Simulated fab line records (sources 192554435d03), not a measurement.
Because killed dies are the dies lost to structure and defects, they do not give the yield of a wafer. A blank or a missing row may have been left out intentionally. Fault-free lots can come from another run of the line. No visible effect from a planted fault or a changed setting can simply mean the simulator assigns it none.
A lot that was struck, set against a sound lot + flow n5-finfet + 16 steps out of a route of 1938
Sound: these wafers, L452.2, L452.3, L452.5. Struck: wafers L467.4, L467.5. At the end, the cause is stated.
For every step that has rows: the tool of each side, followed by ch and its chambers, followed by its first start. Under that, the readings that differ: sound wafers + struck wafers + difference of the means + sigmas: that difference in standard deviations of wafers without a fault.
alike: words and numbers the same on both sides, and readings whose means are apart by under 2 such deviations; not compared: readings that were withheld, readings missing a value for some wafer, numbers with overlapping values and no deviation given by the record, and bounds like >300 which may hide the same value.
A row with sigmas, a row that says differs or no value, or rows on one side alone: a step with any of these is where the two part. When numbers do not overlap yet have no deviation, they are printed without sigmas and do not part them. A reading that every wafer of one side lacks parts them only if that side has two wafers or more.

first, 3 steps without rows for these wafers: N5_GATE_CUT_EXPOSE_10 (exposes mask GATE CUT, target cd 20 nm); N5_GATE_CUT_PEB_11 (peb time 60 s); N5_GATE_CUT_DEVELOP_12 (develop time 30 s).
N5_GATE_CUT_CD_MEAS_13 targets a cd of 20 nm.
  sound on cd-sem-01 ch 0, day 4 09:31; struck on cd-sem-01 ch 0, day 8 03:54
  alike: cd-nm
N5_GATE_CUT_OVL_MEAS_14:
  sound on overlay-02 ch 0, day 4 09:33; struck on overlay-01 ch 0, day 8 03:57
  alike: GATE_CUT_OVL
N5_GATE_CUT_INSPECT_15: inspects for defects (brightfield).
  sound on defect-inspect-01, day 4 09:36; struck on defect-inspect-02, day 8 04:00
  alike: raw-defect-count
N5_GATE_CUT_DESCUM_18: chemistry O2, time 7 s.
  sound on rie-diel-05 ch 0,1,3, day 4 09:38; struck on rie-diel-05 ch 0,1, day 8 05:16
  alike: chamber-pressure-mTorr, drypump-motor-current-A, oes-product-au, rf-vpp-V, showerhead-plenum-p-Torr, throttle-valve-pct
  not compared: rf-hours-counter-h
N5_GATE_CUT_ETCH_28: etches underlayer in N2/H2, target depth 13 nm, time 10.4 s.
  sound on rie-diel-05 ch 0,1,3, day 4 09:40; struck on rie-diel-05 ch 0,1, day 8 05:19
  alike: chamber-pressure-mTorr, drypump-motor-current-A, etch-rf-on-time-s, oes-product-au, rf-vpp-V, showerhead-plenum-p-Torr, throttle-valve-pct
  not compared: rf-hours-counter-h
N5_GATE_CUT_ETCH_36: etches SiARC in CF4, target depth 13 nm, time 21.7 s.
  sound on rie-diel-05 ch 0,1,3, day 4 09:41; struck on rie-diel-05 ch 0,1, day 8 05:20
  alike: chamber-pressure-mTorr, drypump-motor-current-A, etch-rf-on-time-s, oes-product-au, rf-vpp-V, showerhead-plenum-p-Torr, throttle-valve-pct
  not compared: rf-hours-counter-h
N5_GATE_CUT_ETCH_37: etches SOC in N2/H2, target depth 60 nm, overetch 12 nm, time 90 s.
  sound on rie-diel-05 ch 0,1,3, day 4 09:43; struck on rie-diel-05 ch 0,1, day 8 05:21
  alike: chamber-pressure-mTorr, drypump-motor-current-A, oes-product-au, rf-vpp-V, showerhead-plenum-p-Torr, throttle-valve-pct
  not compared: rf-hours-counter-h
then, 2 steps without rows for these wafers: N5_GATE_CUT_STRIP_38 (strips in N2/H2); N5_GATE_CUT_STRIP_39 (strips in N2/H2).
N5_GATE_CUT_HM_OPEN_40: chemistry C4F6/O2, target SiO2, target depth 139 nm, time 85.1 s.
  sound on rie-diel-05 ch 0,1,3, day 4 09:48; struck on rie-diel-05 ch 0,1, day 8 05:26
| reading               | sound          | struck      | difference | sigmas |
|-----------------------|----------------|-------------|------------|--------|
| etch-rf-on-time-s (s) | 94.8 93.9 94.9 | 124.7 122.0 | +28.8      | +13    |
  alike: chamber-pressure-mTorr, drypump-motor-current-A, oes_ar_750_au, oes-product-au, rf-vpp-V, showerhead-plenum-p-Torr, throttle-valve-pct
  not compared: rf-hours-counter-h
N5_GATE_CUT_STRIP_41: strips in CF4.
  sound on rie-diel-05 ch 0,1,3, day 4 09:52; struck on rie-diel-05 ch 0,1, day 8 05:30
  alike: chamber-pressure-mTorr, drypump-motor-current-A, oes-product-au, rf-vpp-V, showerhead-plenum-p-Torr, throttle-valve-pct
  not compared: rf-hours-counter-h
-- here the record skips 7 days between the struck wafers' starts before and after, leaving off in module GATE_CUT and picking up in module BEOL_M4 (first step shown: number 1111 of the route) --
N5_BEOL_M4_RC_MEAS_101:
  sound on prober-02 ch 0, day 10 21:08; struck on prober-01 ch 0, day 15 09:10
  alike: DIBL_N, DIBL_P, IOFF_N, IOFF_P, ION_N, ION_P, SS_N, SS_P, VT_N, VT_P
-- the record jumps here: 5 days lie between the struck wafers' starts before and after (it left off in module BEOL_M4 and takes up again in module PASSIVATION, whose first step shown is number 1936 of the route) --
N5_PASSIVATION_PROBE_49:
  sound on prober-02, day 15 20:47; struck on prober-02, day 20 11:45
  alike: defect-limited-yield, killed_at_M0_to_M3, killed_at_M4_up, killed-at-contacts, killed-at-front-end, killed-at-other, killed-dies, killed-open, killed-short, sort_bin_4_leakage, sort_bin_5_function, sort_bin_6_memory, sort-n-pass, sort-yield-pct

## WHERE THEY PART
Only at N5_GATE_CUT_HM_OPEN_40, within this record. Later steps at which nothing parts them and some readings are alike: N5_GATE_CUT_STRIP_41, N5_BEOL_M4_RC_MEAS_101, N5_PASSIVATION_PROBE_49.

WHY: the cause the simulator had injected
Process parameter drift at N5_GATE_CUT_HM_OPEN_40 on rie-diel-05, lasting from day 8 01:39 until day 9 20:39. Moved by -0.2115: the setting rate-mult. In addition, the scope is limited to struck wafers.
